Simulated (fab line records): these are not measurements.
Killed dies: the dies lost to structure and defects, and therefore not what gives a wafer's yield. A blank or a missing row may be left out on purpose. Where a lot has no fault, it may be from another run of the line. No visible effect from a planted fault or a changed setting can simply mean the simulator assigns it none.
Chamber matching ; flow n5Finfet ; rieDiel-02 running N5_BEOL_M4_STRIP_19: 4 sister chambers
The step strips in O2. 16 wafers are shown with their chamber, then 8 later ones without.

WAFERS WITH THEIR CHAMBER
wafer;chamber;showerheadPlenumPTorr (Torr);throttleValvePct (%);drypumpMotorCurrentA (A)
L079.4;3;2.11;16.73;6.12
L079.5;3;2.11;16.71;6.11
L079.6;0;2.10;16.62;5.98
L077.1;1;2.21;16.22;5.57
L077.4;2;2.03;16.17;5.35
L077.5;2;2.03;16.18;5.36
L081.2;2;2.03;16.17;5.37
L081.3;1;2.21;16.23;5.53
L081.5;0;2.10;16.61;5.97
L082.2;3;2.10;16.74;6.10
L082.3;2;2.03;16.17;5.33
L082.4;0;2.10;16.64;5.97
L083.2;1;2.21;16.24;5.58
L083.4;0;2.10;16.64;5.99
L083.6;3;2.10;16.74;6.12
L085.3;2;2.03;16.19;5.37

SIGNATURES, as means of the wafers listed above
reading;chamber 0;chamber 1;chamber 2;chamber 3;scatter within a chamber
showerheadPlenumPTorr;2.1000;2.2100;2.0300;2.1050;0.00289
throttleValvePct;16.6275;16.2300;16.1760;16.7300;0.0122
drypumpMotorCurrentA;5.9775;5.5600;5.3560;6.1125;0.016
Rule: a wafer lies at a distance from a chamber equal to the root of the sum of squares, over the readings, of (its reading less the chamber's mean, divided by the reading's scatter). The wafer belongs to the nearest chamber; if the next one is less than 2 further off, it can't be placed. How the scatter is found: for the shown wafers, subtract from each reading the mean of its chamber, square and add these, divide the total by (wafers less chambers), then take the root.

WAFERS WHOSE CHAMBER IS MISSING
wafer;showerheadPlenumPTorr (Torr);throttleValvePct (%);drypumpMotorCurrentA (A)
L085.4;2.21;16.25;5.57
L085.6;2.03;16.18;5.36
L086.1;2.20;16.24;5.59
L086.5;2.21;16.24;5.57
L086.6;2.10;16.66;5.97
L096.2;2.09;16.69;5.98
L096.3;2.02;16.26;5.35
L096.5;2.20;16.29;5.56

THE CHAMBER EACH PASSED THROUGH
wafer;from the rows above;in truth
L085.4;1;1
L085.6;2;2
L086.1;1;1
L086.5;1;1
L086.6;0;0
L096.2;0;0
L096.3;2;2
L096.5;1;1
Correct placement for 8 of the 8. From these rows, 0 cannot be placed. Placed wrongly: 0.
